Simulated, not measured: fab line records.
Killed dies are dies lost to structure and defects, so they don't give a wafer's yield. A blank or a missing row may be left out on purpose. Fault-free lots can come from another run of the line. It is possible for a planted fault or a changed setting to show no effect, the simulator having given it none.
A lot that was struck, set against a sound lot || flow n5-finfet || 25 out of 1938 route steps
Sound: wafers L929.2, L929.3, L929.6. Wafers L938.2, L938.4, L938.5 were the ones struck. Last of all comes the cause.
Order at every step that has rows: each side's tool, ch and its chambers, its first start. Under that, the readings that differ: sound wafers || struck wafers || difference of the means || sigmas: that difference in standard deviations of wafers without a fault.
alike: same words and numbers on both sides, and readings whose means sit less than 2 such deviations apart. not compared: any withheld reading, any reading some wafer has no value for, any bound like >300 that may hide the same value, and any number with overlapping values for which the record gives no deviation.
A row with sigmas, a row that says differs or no value, or rows on one side alone: a step with any of these is where the two part. Non-overlapping numbers with no deviation appear without sigmas and do not part them. Lack of a reading on every wafer of one side parts them only where that side has two or more wafers.

first, 3 steps without rows for these wafers: N5_SD_EPI_N_STRIP_18 (strips in SPM, time 750 s); N5_SD_EPI_N_SRD_20 (time 30 s); N5_SD_EPI_N_PRECLEAN_48 (cleans in NF3:NH3, afs cycles 2, time 20 s, sublimation time 60 s).
N5_SD_EPI_N_VAPOR_ETCH_50: etches Si in HCl, time 54 s.
  sound on epi-rpcvd-02 ch 0, day 4 08:12; struck on epi-rpcvd-01 ch 0, day 6 14:02
  alike: lamp-inner-pct, throttle-valve-pct
then, 1 step without rows for these wafers: N5_SD_EPI_N_EPI_21 (deposits Si:P, time 690 s).
N5_SD_EPI_N_EPI_MEAS_23:
  struck on film-metro-02, day 6 15:55; sound on film-metro-01, day 4 10:04
  alike: thk-nm
then, 3 steps without rows for these wafers: N5_SD_EPI_N_PRECLEAN_24 (cleans in O3/DIW, time 60 s); N5_SD_EPI_N_SRD_25 (time 30 s); N5_SD_EPI_N_PRECLEAN_49 (cleans in NF3:NH3, afs cycles 1, time 20 s, sublimation time 60 s).
N5_SD_EPI_N_LINER_46: material SiNx, target thk 3 nm.
  sound on ald-sin-02 ch 2,3, day 4 10:22; struck on ald-sin-01 ch 0,2, day 6 16:13
{"reading": "heater-power-w (W)", "sound": "678 862 701", "struck": "944 961 908", "difference": "+191", "sigmas": "+2"}
N5_SD_EPI_N_INSPECT_26: inspects for defects (darkfield).
  struck on defect-inspect-01, day 6 16:28; sound on defect-inspect-01, day 4 10:37
  alike: raw-defect-count
then, 1 step without rows for these wafers: N5_SD_EPI_P_COAT_34 (time 60 s, resist thk 350 nm).
N5_SD_EPI_P_COAT_35: time 60 s, resist thk 35 nm.
  sound on litho-track-05 ch 0, day 4 10:40; struck on litho-track-05 ch 0, day 6 16:29
{"reading": "spin-speed-rpm (rpm)", "sound": "1498.7 1500.5 1500.7", "struck": "1544.5 1544.5 1542.6", "difference": "+43.9", "sigmas": "+34"}
{"reading": "model.SiARC_of_SD_EPI_P_COAT_35.thk-nm (nm)", "sound": "34.8 34.8 35", "struck": "34.6 34.6 34.6", "difference": -0.3, "sigmas": ""}
  alike: exhaust-pa
then, 6 steps without rows for these wafers: N5_SD_EPI_P_COAT_03 (resist thk 150 nm); N5_SD_EPI_P_EBR_05; N5_SD_EPI_P_SOFTBAKE_04 (time 60 s); N5_SD_EPI_P_EXPOSE_06 (exposes mask SD P BLK, target cd 240 nm); N5_SD_EPI_P_PEB_07 (peb time 60 s); N5_SD_EPI_P_DEVELOP_08 (develop time 30 s).
N5_SD_EPI_P_CD_MEAS_09: target cd 240 nm.
  sound on cd-sem-02 ch 0, day 4 10:54; struck on cd-sem-02 ch 0, day 6 16:44
  alike: cd-nm
N5_SD_EPI_P_OVL_MEAS_10:
  sound on overlay-02 ch 0, day 4 10:56; struck on overlay-02 ch 0, day 6 16:46
  alike: SD_P_BLK_OVL
N5_SD_EPI_P_INSPECT_11: inspects for defects (macro).
  struck on defect-inspect-01, day 6 16:47; sound on defect-inspect-02, day 4 10:57
  alike: raw-defect-count
N5_SD_EPI_P_DESCUM_14: chemistry O2, time 7.9 s.
  sound on rie-diel-02 ch 0,1,2, day 4 10:59; struck on rie-diel-02 ch 1,2, day 6 16:49
  alike: bias-power-w, chamber-pressure-mTorr, drypump-motor-current-A, oes-product-au, rf-vpp-V, showerhead-plenum-p-Torr, temp-c, throttle-valve-pct
  not compared: rf-hours-counter-h
N5_SD_EPI_P_ETCH_36: etches SiARC in CF4, target depth 45.5 nm, time 75.8 s.
  sound on rie-diel-02 ch 0,1,2, day 4 11:01; struck on rie-diel-02 ch 1,2, day 6 16:52
{"reading": "model.etch.depth-nm (nm)", "sound": "34.88 34.89 34.91", "struck": "34.62 34.6 34.55", "difference": -0.30, "sigmas": ""}
  alike: chamber-pressure-mTorr, drypump-motor-current-A, etch-rf-on-time-s, oes-product-au, rf-vpp-V, showerhead-plenum-p-Torr, throttle-valve-pct
  not compared: rf-hours-counter-h
N5_SD_EPI_P_ETCH_37: etches SOC in N2/H2, overetch 108 nm, time 486 s.
  sound on rie-diel-02 ch 0,1,2, day 4 11:05; struck on rie-diel-02 ch 1,2, day 6 16:55
  alike: chamber-pressure-mTorr, drypump-motor-current-A, n2-flow-sccm, oes-product-au, rf-vpp-V, showerhead-plenum-p-Torr, temp-c, throttle-valve-pct
  not compared: rf-hours-counter-h

## WHERE THEY PART
At N5_SD_EPI_N_LINER_46 first; at N5_SD_EPI_P_COAT_35 last (within this record only). Later steps at which nothing parts them and some readings are alike: N5_SD_EPI_P_CD_MEAS_09, N5_SD_EPI_P_OVL_MEAS_10, N5_SD_EPI_P_INSPECT_11, N5_SD_EPI_P_DESCUM_14, N5_SD_EPI_P_ETCH_36, N5_SD_EPI_P_ETCH_37.

WHY: what the simulator had put in
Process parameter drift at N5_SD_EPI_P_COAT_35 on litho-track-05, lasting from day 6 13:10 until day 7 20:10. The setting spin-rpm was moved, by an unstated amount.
